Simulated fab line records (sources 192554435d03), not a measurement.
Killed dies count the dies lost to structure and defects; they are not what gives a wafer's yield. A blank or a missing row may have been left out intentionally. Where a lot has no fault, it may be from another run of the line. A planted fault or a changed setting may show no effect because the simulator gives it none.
Chamber matching | flow n5_finfet | 4 sister chambers for N5_BEOL_M11_ETCH_62 on rie_diel-04
The step etches SOC in N2/H2, target depth 110 nm, overetch 22 nm, time 165 s. 22 wafers are shown with their chamber, then 11 later ones without.

WAFERS WITH THEIR CHAMBER
wafer  | chamber | drypump_motor_current_A (A) | showerhead_plenum_p_Torr (Torr) | throttle_valve_pct (%)
L074.2 | 1       | 6.5                         | 2.50                            | 17.51
L074.5 | 3       | 5.4                         | 2.49                            | 17.80
L074.6 | 0       | 6.6                         | 2.67                            | 18.07
L075.1 | 2       | 5.6                         | 2.56                            | 17.57
L075.2 | 3       | 5.4                         | 2.49                            | 17.79
L075.4 | 1       | 6.5                         | 2.50                            | 17.53
L076.1 | 0       | 6.5                         | 2.66                            | 18.10
L076.2 | 3       | 5.4                         | 2.49                            | 17.81
L076.4 | 2       | 5.6                         | 2.56                            | 17.57
L079.3 | 0       | 6.6                         | 2.66                            | 18.10
L079.4 | 2       | 5.6                         | 2.55                            | 17.59
L079.6 | 1       | 6.5                         | 2.50                            | 17.55
L080.1 | 0       | 6.5                         | 2.66                            | 18.11
L080.2 | 3       | 5.4                         | 2.49                            | 17.82
L080.6 | 1       | 6.6                         | 2.50                            | 17.55
L086.1 | 3       | 5.4                         | 2.48                            | 17.84
L086.2 | 0       | 6.6                         | 2.66                            | 18.11
L086.6 | 1       | 6.5                         | 2.49                            | 17.56
L088.1 | 0       | 6.6                         | 2.65                            | 18.14
L088.4 | 1       | 6.5                         | 2.49                            | 17.56
L088.5 | 1       | 6.5                         | 2.49                            | 17.58
L089.1 | 1       | 6.5                         | 2.49                            | 17.60

SIGNATURES (averages over the wafers above)
reading                  | chamber 0 | chamber 1 | chamber 2 | chamber 3 | scatter within a chamber
drypump_motor_current_A  | 6.567     | 6.513     | 5.600     | 5.400     | 0.035
showerhead_plenum_p_Torr | 2.6600    | 2.4950    | 2.5567    | 2.4880    | 0.00551
throttle_valve_pct       | 18.1050   | 17.5550   | 17.5767   | 17.8120   | 0.0232
Rule: for a wafer and a chamber, the distance is found by dividing, reading by reading, the gap between the wafer's reading and the chamber's mean by the reading's scatter, squaring, summing and taking the root. The wafer belongs to the nearest chamber; if the next one is less than 2 further off, it can't be placed. The scatter: the root of (the sum of the squares of (reading less its chamber's mean) over the shown wafers, divided by (wafers less chambers)).

WAFERS WHOSE CHAMBER IS MISSING
wafer  | drypump_motor_current_A (A) | showerhead_plenum_p_Torr (Torr) | throttle_valve_pct (%)
L089.2 | 6.5                         | 2.65                            | 18.15
L089.6 | 5.4                         | 2.48                            | 17.84
L090.1 | 5.6                         | 2.55                            | 17.62
L090.3 | 6.6                         | 2.65                            | 18.13
L090.6 | 6.5                         | 2.49                            | 17.57
L093.1 | 5.4                         | 2.48                            | 17.87
L093.4 | 6.6                         | 2.65                            | 18.14
L093.6 | 6.5                         | 2.49                            | 17.57
L095.3 | 6.6                         | 2.49                            | 17.59
L095.5 | 5.4                         | 2.47                            | 17.87
L095.6 | 5.6                         | 2.54                            | 17.63

CHAMBER TAKEN BY EACH
wafer  | from the rows above | in truth
L089.2 | 0                   | 0
L089.6 | 3                   | 3
L090.1 | 2                   | 2
L090.3 | 0                   | 0
L090.6 | 1                   | 1
L093.1 | 3                   | 3
L093.4 | 0                   | 0
L093.6 | 1                   | 1
L095.3 | 1                   | 1
L095.5 | 3                   | 3
L095.6 | 2                   | 2
11 of 11 placed correctly. From these rows, 0 cannot be placed. 0 placed wrongly.
